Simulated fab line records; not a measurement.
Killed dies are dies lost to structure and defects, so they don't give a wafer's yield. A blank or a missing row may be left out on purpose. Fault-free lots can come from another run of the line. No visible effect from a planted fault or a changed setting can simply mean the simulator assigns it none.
fab line records	flow n5Finfet
record lots=6	wafers=18	lastDay=19
route steps=1938 shown WELL_APT@20 BEOL_M4@1111 PASSIVATION@1936
lots with no fault: from the same line, run without faults
startH: hours from the record's opening day to when the first of the lot's shown wafers began	waitH: hours elapsed since this lot's preceding step	" same as the row above	L1.1+2: one row covering several wafers at once	- value missing, or start not given	* or withheld: withheld	< > ~ a bound
route shown NAME@n: a module of which the file shows steps, and the number in the route of the first	usual: average and standard deviation across the fault-free wafers	same: alike in all rows	chamber/n: place in a boat	sites: each site's reading	_std_site: their standard deviation	_edge_site: the outer-site mean with the inner-site mean subtracted	radiusMm: for every site, how far away it sits from the centre of the wafer	mask NAME#n: copy n	behind: the most recent tool/chamber to have shaped the wafer	hold: the reason the lot was held/the length of the hold in hours/how it ended	device: which transistor (n, p or np) failed to switch	end of line: tests of these same wafers at the route's end	a step with no rows: only its recipe	killed: the dies lost at the first sort to structure and to defects; this is not the yield of the wafer	map: per-die view of a wafer (x killed, . not killed, _ where there is no die)
set.NAME: the run value of the setting; set.NAME@STEP: its run value at that earlier step	model.NAME: the simulator's own value behind a step, which no gauge read
lots seen at some steps along the route; tables by step, rows by wafer
services: the hour from which a tool's chamber was out of use, counted from the record's first day as startH (under 0 if before that day), plus the number of hours and why
## steps
# step N5_WELL_APT_HMDS_01
# recipe timeS=60	tempC=120
# step N5_WELL_APT_COAT_02
# recipe spinRpm=1357	resistThkNm=950
# step N5_WELL_APT_EBR_04
# recipe solvent=PGMEA	ebrWidthMm=1.5
# step N5_WELL_APT_SOFTBAKE_03
# recipe tempC=130	timeS=60
# step N5_WELL_APT_EXPOSE_05
# recipe maskId=NWELL	na=0.8	sourceShape=conventional	sigmaOuter=0.8	polarization=unpolarized	defocusNm=0	targetCdNm=200	doseMj=20.3
# step N5_WELL_APT_PEB_06
# recipe pebTempC=130	pebTimeS=90
# step N5_WELL_APT_DEVELOP_07
# recipe developTimeS=45	rinseLiquid=surfactantRinse	dry=airSpin	devTempC=21
# step N5_WELL_APT_HARDBAKE_12
# recipe tempC=130	timeS=120
# step N5_WELL_APT_CD_MEAS_08
# recipe targetCdNm=200	landingEnergyEv=500	detector=seInlens
# usual cdNm=200.2/2.1
lot.wafer	tool	chamber	startH	waitH	cdNm
L358.1	cdSem-01	0	13.71	-	201.0
L358.2	"	0	"	"	199.0
L358.4	"	0	"	"	197.2
L359.3	cdSem-01	0	19.69	-	200.8
L359.4	"	0	"	"	201.0
L359.5	"	0	"	"	201.6
L363.2	cdSem-01	0	43.68	-	198.1
L363.5	"	0	"	"	198.3
L363.6	"	0	"	"	193.8
L369.1	cdSem-02	0	79.68	-	200.0
L369.3	"	0	"	"	197.8
L369.6	"	0	"	"	194.2
L375.1	cdSem-01	0	115.68	-	197.6
L375.2	"	0	"	"	196.8
L375.3	"	0	"	"	201.8
L380.1	cdSem-01	0	145.81	-	198.1
L380.3	"	0	"	"	197.7
L380.4	"	0	"	"	198.8
# step N5_WELL_APT_OVL_MEAS_09
# recipe pointsPerWafer=44
# usual NWELL_OVL=-2/5.7
lot.wafer	tool	chamber	startH	waitH	NWELL_OVL[nm]
L358.1	overlay-02	0	13.74	0.0	-4
L358.2	"	0	"	"	-5
L358.4	"	0	"	"	2
L359.3	overlay-01	0	19.71	0.0	-5
L359.4	"	0	"	"	-4
L359.5	"	0	"	"	-9
L363.2	overlay-01	0	43.71	0.0	-6
L363.5	"	0	"	"	-1
L363.6	"	0	"	"	-8
L369.1	overlay-01	0	79.71	0.0	12
L369.3	"	0	"	"	2
L369.6	"	0	"	"	10
L375.1	overlay-02	0	115.71	0.0	5
L375.2	"	0	"	"	3
L375.3	"	0	"	"	3
L380.1	overlay-02	0	145.84	0.0	-4
L380.3	"	0	"	"	-3
L380.4	"	0	"	"	0
# step N5_WELL_APT_INSPECT_10
# recipe mode=adi	inspectInstrument=macro
# usual rawDefectCount=2.0/1.4
lot.wafer	tool	chamber	startH	waitH	rawDefectCount
L358.1	defectInspect-01	-	13.77	0.0	0
L358.2	"	-	"	"	3
L358.4	"	-	"	"	1
L359.3	defectInspect-01	-	19.74	0.0	3
L359.4	"	-	"	"	3
L359.5	"	-	"	"	1
L363.2	defectInspect-01	-	43.74	0.0	2
L363.5	"	-	"	"	3
L363.6	"	-	"	"	3
L369.1	defectInspect-01	-	79.74	0.0	3
L369.3	"	-	"	"	3
L369.6	"	-	"	"	2
L375.1	defectInspect-02	-	115.74	0.0	4
L375.2	"	-	"	"	2
L375.3	"	-	"	"	4
L380.1	defectInspect-01	-	145.86	0.0	0
L380.3	"	-	"	"	1
L380.4	"	-	"	"	3
# step N5_WELL_APT_DESCUM_13
# recipe chemistry=O2	timeS=7.9	sourcePowerW=50	biasPowerW=20	pressureMtorr=20	rfFrequencyHz=2.712e+07	tempC=40	o2FlowSccm=225
# usual biasPowerW=20.00/0.067	drypumpMotorCurrentA=5.7/0.39	oesProductAu=0.79/0.089	rfVppV=243.6/1.4	showerheadPlenumPTorr=2.13/0.071	throttleValvePct=20.52/0.2
lot.wafer	tool	chamber	startH	waitH	biasPowerW	drypumpMotorCurrentA	oesProductAu	rfHoursCounterH	rfVppV	showerheadPlenumPTorr	throttleValvePct
L358.1	rieDiel-05	3	13.87	0.1	20.06	5.4	0.76	153	244.8	2.20	20.69
L358.2	"	1	"	"	19.99	5.9	0.95	2	242.2	2.03	20.16
L358.4	"	0	"	"	20.05	5.7	0.75	151	243.5	2.18	20.33
L359.3	rieDiel-02	1	20.08	0.3	20.06	5.3	0.69	244	242.7	2.17	20.61
L359.4	"	0	"	"	20.01	6.2	0.68	240	241.8	1.99	20.75
L359.5	"	1	"	"	20.10	5.4	0.68	-	245.9	2.17	20.62
L363.2	rieDiel-05	3	43.97	0.2	19.93	5.4	0.76	164	244.0	2.20	20.69
L363.5	"	3	"	"	19.97	5.4	0.76	-	244.1	2.20	20.67
L363.6	"	0	"	"	19.95	5.7	0.75	-	243.4	2.17	20.35
L369.1	rieDiel-05	1	79.77	0.0	20.01	5.9	0.90	22	243.3	2.03	20.20
L369.3	"	0	"	"	20.04	5.6	0.73	172	244.9	2.17	20.36
L369.6	"	3	"	"	20.11	5.4	0.74	-	243.1	2.19	20.72
L375.1	rieDiel-05	3	116.14	0.4	20.00	5.4	0.75	187	244.9	2.19	20.74
L375.2	"	1	"	"	19.98	5.9	0.88	34	242.9	2.02	20.21
L375.3	"	2	"	"	20.05	6.6	0.89	26	242.0	2.07	20.63
L380.1	rieDiel-02	3	145.90	0.0	19.99	5.6	0.71	183	243.3	2.00	20.75
L380.3	"	0	"	"	20.01	6.2	0.92	24	245.2	2.25	20.45
L380.4	"	1	"	"	19.99	5.4	0.88	35	243.6	2.15	20.25
# step N5_WELL_APT_IMPLANT_14
# recipe species=P	energyKev=160	doseCm2=1.5e+13	tiltDeg=0	rotationDeg=0
# usual faradayCurrentUA=190/3.9
lot.wafer	tool	chamber	startH	waitH	faradayCurrentUA
L358.1	implanter-02	0	13.97	0.1	192
L358.2	"	0	"	"	189
L358.4	"	0	"	"	191
L359.3	implanter-01	0	20.25	0.1	188
L359.4	"	0	"	"	184
L359.5	"	0	"	"	178
L363.2	implanter-01	0	44.09	0.1	195
L363.5	"	0	"	"	196
L363.6	"	0	"	"	186
L363.2	implanter-01	0	44.47	0.3	192
L363.5	"	0	"	"	190
L363.6	"	0	"	"	194
L369.1	implanter-01	0	79.87	0.1	191
L369.3	"	0	"	"	192
L369.6	"	0	"	"	194
L369.1	implanter-01	0	80.25	0.3	185
L369.3	"	0	"	"	190
L369.6	"	0	"	"	188
L375.1	implanter-02	0	116.24	0.1	188
L375.2	"	0	"	"	184
L375.3	"	0	"	"	192
L380.1	implanter-01	0	145.99	0.1	186
L380.3	"	0	"	"	191
L380.4	"	0	"	"	185
# step N5_WELL_APT_IMPLANT_15
# recipe species=As	energyKev=25	doseCm2=1.5e+13	tiltDeg=0	rotationDeg=0
# step N5_BEOL_M4_RC_MEAS_101
# usual DIBL_N=36.1/2.5	DIBL_P=36/3.3	IOFF_N=0.16/0.046	IOFF_P=0.20/0.051	ION_N=676/16	ION_P=462/11	SS_N=71.6/0.87	SS_P=73.2/0.86	VT_N=251/4.4	VT_P=-252/4.6
lot.wafer	tool	chamber	startH	waitH	DIBL_N[mV/V]	DIBL_P[mV/V]	IOFF_N[nA/um]	IOFF_P[nA/um]	ION_N[uA/um]	ION_P[uA/um]	SS_N[mV/dec]	SS_P[mV/dec]	VT_N[mV]	VT_P[mV]
L359.3	prober-02	0	192.68	0.3	38.8	39	0.25	0.24	686	465	73.4	74.5	249	-250
L359.4	"	0	"	"	35.6	35	0.13	0.16	659	450	71.8	73.0	256	-254
L359.5	"	0	"	"	37.2	39	0.18	0.22	694	468	72.1	74.0	250	-252
L358.1	prober-02	0	200.58	0.0	36.0	37	0.15	0.20	666	464	72.4	73.5	253	-251
L358.2	"	0	"	"	38.6	39	0.24	0.27	701	474	72.8	73.9	246	-248
L358.4	"	0	"	"	35.7	38	0.16	0.22	679	466	70.8	73.3	249	-250
L363.2	prober-01	0	228.01	0.2	30.0	29	0.08	0.13	649	451	70.1	71.9	263	-258
L363.5	"	0	"	"	34.7	35	0.13	0.20	676	470	71.2	73.3	252	-248
L363.6	"	0	"	"	32.4	32	0.10	0.16	663	458	71.0	72.8	260	-253
L369.1	prober-02	0	270.24	0.0	32.0	28	0.08	0.10	654	447	70.5	72.2	262	-262
L369.3	"	0	"	"	35.1	33	0.12	0.15	668	458	71.0	73.3	256	-255
L369.6	"	0	"	"	37.6	35	0.16	0.18	679	464	72.1	73.2	250	-254
L375.1	prober-01	0	306.99	0.0	37.6	37	0.16	0.19	687	464	71.2	73.4	247	-253
L375.2	"	0	"	"	37.3	37	0.16	0.19	683	461	71.2	72.1	250	-251
L375.3	"	0	"	"	34.4	32	0.10	0.14	653	448	71.1	72.1	255	-255
L380.1	prober-01	0	338.58	0.0	36.7	37	0.15	0.23	673	473	71.3	73.0	253	-248
L380.3	"	0	"	"	37.5	38	0.16	0.25	672	464	72.2	73.6	250	-249
L380.4	"	0	"	"	36.4	37	0.15	0.23	672	471	72.6	73.7	251	-249
# step N5_PASSIVATION_PROBE_49
# usual defectLimitedYield=91.0/1.4	killed_at_M0_to_M3=34/10	killed_at_M4_up=15/5.5	killedAtContacts=12/6.1	killedAtFrontEnd=41/12	killedAtOther=4/3.4	killedDies=106/17	killedOpen=70/13	killedShort=34/7.4	sort_bin_5_function=5.3/1	sort_bin_6_memory=3.4/0.69	sortNPass=1073/17	sortYieldPct=91.0/1.4
# same grossDies=1180	killedAtBackSide=0	sort_bin_4_leakage[%]=0	sort_bin_8_speed[%]=0
lot.wafer	tool	chamber	startH	waitH	defectLimitedYield[%]	killed_at_M0_to_M3	killed_at_M4_up	killedAtContacts	killedAtFrontEnd	killedAtOther	killedDies	killedOpen	killedShort	sort_bin_5_function[%]	sort_bin_6_memory[%]	sortNPass	sortYieldPct[%]
L359.3	prober-02	-	295.31	0.1	89.6	54	17	9	38	5	123	80	40	6.1	4.0	1057	89.6
L359.4	prober-02	-	295.36	0.2	88.6	44	16	13	60	2	135	83	46	5.8	4.8	1045	88.6
L359.5	prober-02	-	295.41	0.2	91.5	39	10	13	33	5	100	67	32	5.1	3.2	1080	91.5
L358.1	prober-02	-	313.89	0.0	89.2	24	17	17	67	2	127	70	47	5.8	4.2	1053	89.2
L358.2	prober-02	-	313.94	0.1	93.0	21	14	6	41	1	83	56	22	4.2	2.5	1097	93.0
L358.4	prober-02	-	314.04	0.2	94.5	15	14	17	19	0	65	43	22	3.0	2.1	1115	94.5
L363.2	prober-02	-	333.11	0.1	92.5	34	10	16	26	3	89	65	23	4.2	3.2	1091	92.5
L363.5	prober-02	-	333.26	0.2	91.8	52	9	7	25	4	97	71	26	5.0	3.0	1083	91.8
L363.6	prober-02	-	333.31	0.3	90.7	50	8	13	36	3	110	64	46	5.3	3.6	1070	90.7
L369.1	prober-01	-	379.96	0.0	92.2	40	7	4	39	2	92	62	30	4.1	3.4	1088	92.2
L369.3	prober-01	-	380.06	0.1	89.6	52	10	4	53	4	123	76	47	6.2	4.0	1057	89.6
L369.6	prober-01	-	380.21	0.3	89.2	47	15	2	60	3	127	81	45	7.0	3.3	1053	89.2
L375.1	prober-01	-	419.58	0.0	89.6	19	12	14	72	6	123	85	38	6.4	3.9	1057	89.6
L375.2	prober-01	-	419.63	0.1	91.9	29	11	5	49	2	96	64	31	5.1	2.8	1084	91.9
L375.3	prober-01	-	419.68	0.1	89.1	38	10	9	68	4	129	81	44	6.2	4.4	1051	89.1
L380.1	prober-02	-	452.08	0.0	92.0	33	21	9	29	2	94	59	30	5.0	2.5	1086	92.0
L380.3	prober-02	-	452.18	0.1	92.3	35	21	10	22	3	91	64	20	4.2	2.8	1089	92.3
L380.4	prober-02	-	452.23	0.2	91.5	33	17	12	32	6	100	63	34	5.1	2.9	1080	91.5
# killed by level:class
L359.3 BEOL_M3:geometricParticle:open=14 BEOL_M0_SAQP:geometricParticle:short=12 BEOL_M1:geometricParticle:open=11 BEOL_M0_SAQP:geometricParticle:open=9 BEOL_M4:geometricParticle:open=9 STI_FIN_REVEAL:geometricParticle:open=8 MOL_CONTACT_COAG:geometricParticle:open=6 FIN_SAQP:geometricParticle:open=5
L359.4 STI_FIN_REVEAL:geometricParticle:open=15 BEOL_M0_SAQP:geometricParticle:short=13 DUMMY_GATE:geometricParticle:open=10 MOL_CONTACT_COAG:geometricParticle:open=9 GATE_CUT:geometricParticle:short=8 BEOL_M0_SAQP:geometricParticle:open=8 BEOL_M1:geometricParticle:open=7 BEOL_M4:geometricParticle:open=7
L359.5 BEOL_M0_SAQP:geometricParticle:open=14 BEOL_M0_SAQP:geometricParticle:short=12 MOL_CONTACT_COAG:geometricParticle:open=9 STI_FIN_REVEAL:geometricParticle:open=8 DUMMY_GATE:geometricParticle:open=6 BEOL_M2:geometricParticle:open=5 MOL_CONTACT_COAG:geometricParticle:short=4 BEOL_M4:geometricParticle:open=4
L358.1 FIN_SAQP:geometricParticle:open=22 FIN_SAQP:geometricParticle:short=15 MOL_CONTACT_COAG:geometricParticle:open=14 GATE_CUT:geometricParticle:short=7 BEOL_M3:geometricParticle:open=6 STARTING-WAFER:geometricParticle:short=6 BEOL_M6:geometricParticle:open=4 BEOL_M2:geometricParticle:short=4
L358.2 STI_FIN_REVEAL:geometricParticle:open=11 BEOL_M3:geometricParticle:open=9 MOL_CONTACT_COAG:geometricParticle:open=6 STARTING-WAFER:geometricParticle:short=5 FIN_SAQP:geometricParticle:short=4 FIN_SAQP:geometricParticle:open=4 BEOL_M1:geometricParticle:open=4 BEOL_M2:geometricParticle:open=4
L358.4 MOL_CONTACT_COAG:geometricParticle:open=13 BEOL_M0_SAQP:geometricParticle:short=5 ILD0:geometricParticle:open=4 MOL_CONTACT_COAG:geometricParticle:short=4 BEOL_M1:geometricParticle:open=4 BEOL_M8:geometricParticle:open=4 FIN_SAQP:geometricParticle:short=3 BEOL_M4:geometricParticle:open=3
L363.2 MOL_CONTACT_COAG:geometricParticle:open=14 BEOL_M0_SAQP:geometricParticle:short=8 BEOL_M0_SAQP:geometricParticle:open=7 FIN_SAQP:geometricParticle:open=6 BEOL_M2:geometricParticle:open=6 STI_FIN_REVEAL:geometricParticle:open=5 DUMMY_GATE:geometricParticle:open=5 BEOL_M6:geometricParticle:open=5
L363.5 BEOL_M0_SAQP:geometricParticle:open=14 BEOL_M1:geometricParticle:open=10 BEOL_M2:geometricParticle:open=8 STI_FIN_REVEAL:geometricParticle:open=7 MOL_CONTACT_COAG:geometricParticle:open=7 BEOL_M0_SAQP:geometricParticle:short=6 BEOL_M4:geometricParticle:open=6 FIN_SAQP:geometricParticle:open=5
L363.6 BEOL_M0_SAQP:geometricParticle:short=15 BEOL_M0_SAQP:geometricParticle:open=9 MOL_CONTACT_COAG:geometricParticle:open=8 FIN_SAQP:geometricParticle:open=7 BEOL_M3:geometricParticle:open=7 STI_FIN_REVEAL:geometricParticle:open=6 MOL_CONTACT_COAG:geometricParticle:short=5 BEOL_M2:geometricParticle:open=5
L369.1 STI_FIN_REVEAL:geometricParticle:open=13 BEOL_M0_SAQP:geometricParticle:short=10 BEOL_M0_SAQP:geometricParticle:open=9 FIN_SAQP:geometricParticle:open=7 BEOL_M2:geometricParticle:open=7 BEOL_M1:geometricParticle:open=5 FIN_SAQP:geometricParticle:short=4 FIN_CUT:geometricParticle:open=2
L369.3 FIN_SAQP:geometricParticle:short=16 FIN_SAQP:geometricParticle:open=13 BEOL_M2:geometricParticle:open=13 BEOL_M0_SAQP:geometricParticle:short=10 BEOL_M3:geometricParticle:open=9 BEOL_M0_SAQP:geometricParticle:open=8 BEOL_M1:geometricParticle:open=7 STI_FIN_REVEAL:geometricParticle:open=5
L369.6 FIN_SAQP:geometricParticle:short=17 FIN_SAQP:geometricParticle:open=16 BEOL_M0_SAQP:geometricParticle:short=13 BEOL_M0_SAQP:geometricParticle:open=12 STI_FIN_REVEAL:geometricParticle:open=9 BEOL_M1:geometricParticle:open=7 BEOL_M2:geometricParticle:open=6 BEOL_M4:geometricParticle:open=6
L375.1 STI_FIN_REVEAL:geometricParticle:open=23 FIN_SAQP:geometricParticle:short=10 MOL_CONTACT_COAG:geometricParticle:open=10 FIN_SAQP:geometricParticle:open=8 BEOL_M4:geometricParticle:open=8 DUMMY_GATE:geometricParticle:open=7 GATE_CUT:geometricParticle:short=6 BEOL_M2:geometricParticle:open=5
L375.2 STI_FIN_REVEAL:geometricParticle:open=17 GATE_CUT:geometricParticle:short=9 BEOL_M0_SAQP:geometricParticle:short=8 DUMMY_GATE:geometricParticle:open=6 BEOL_M2:geometricParticle:open=6 FIN_SAQP:geometricParticle:open=5 STI_FIN_REVEAL:geometricParticle:short=3 MOL_CONTACT_COAG:geometricParticle:open=3
L375.3 STI_FIN_REVEAL:geometricParticle:open=25 FIN_SAQP:geometricParticle:short=14 BEOL_M1:geometricParticle:open=9 BEOL_M3:geometricParticle:open=7 MOL_CONTACT_COAG:geometricParticle:open=6 BEOL_M2:geometricParticle:open=6 STI_FIN_REVEAL:geometricParticle:short=5 DUMMY_GATE:geometricParticle:open=5
L380.1 BEOL_M4:geometricParticle:open=16 BEOL_M0_SAQP:geometricParticle:short=13 BEOL_M2:geometricParticle:open=9 MOL_CONTACT_COAG:geometricParticle:open=8 FIN_SAQP:geometricParticle:open=5 FIN_SAQP:geometricParticle:short=5 GATE_CUT:geometricParticle:open=5 HKMG_FIN:areaEtch=5
L380.3 BEOL_M4:geometricParticle:open=14 BEOL_M0_SAQP:geometricParticle:open=11 MOL_CONTACT_COAG:geometricParticle:open=10 BEOL_M3:geometricParticle:open=8 BEOL_M0_SAQP:geometricParticle:short=7 HKMG_FIN:areaEtch=7 FIN_SAQP:geometricParticle:open=4 BEOL_M1:geometricParticle:open=4
L380.4 BEOL_M3:geometricParticle:open=12 MOL_CONTACT_COAG:geometricParticle:open=10 BEOL_M4:geometricParticle:open=8 FIN_SAQP:geometricParticle:open=7 BEOL_M0_SAQP:geometricParticle:short=7 BEOL_M0_SAQP:geometricParticle:open=7 BEOL_M4:geometricParticle:short=5 PASS1_CAP:geometricParticle:open=4
## services
tool	chamber	startH	hours	kind
implanter-01	-	1.48	2.4	repair
rieDiel-02	1	4.72	9.4	repair
implanter-02	-	7.21	5.4	pm
rieDiel-02	-	7.80	4.0	pm
rieDiel-02	-	13.53	2.8	pm
rieDiel-05	2	20.97	-	clean
rieDiel-05	2	20.97	-	consumableReplace:focusRing
rieDiel-05	2	20.97	16.1	scheduledDown
rieDiel-05	2	20.97	16.1	ventCycle
rieDiel-02	1	37.31	-	clean
rieDiel-02	1	37.31	-	consumableReplace:focusRing
rieDiel-02	1	37.31	13.7	scheduledDown
rieDiel-02	1	37.31	13.7	ventCycle
rieDiel-02	0	51.29	-	clean
rieDiel-02	0	51.29	-	consumableReplace:focusRing
rieDiel-02	0	51.29	-	consumableReplace:showerhead
rieDiel-02	0	51.29	20.3	scheduledDown
rieDiel-02	0	51.29	20.3	ventCycle
rieDiel-05	1	57.46	4.4	repair
implanter-01	-	66.76	4.1	pm
implanter-02	-	126.87	1.8	repair
rieDiel-05	-	137.49	0.3	repair
## key
firstSign step=N5_WELL_APT_IMPLANT_14	reading=visit	direction=added
effect none on later readings
metAt N5_WELL_APT_IMPLANT_14
struckWafers L363.2,L363.5,L363.6,L369.1,L369.3,L369.6
fault kind=repeatedStepWhole	tool=implanter-01,implanter-02	chamber=-	onsetH=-	steps=N5_WELL_APT_IMPLANT_14	times=1	scope=struckLotsOnly
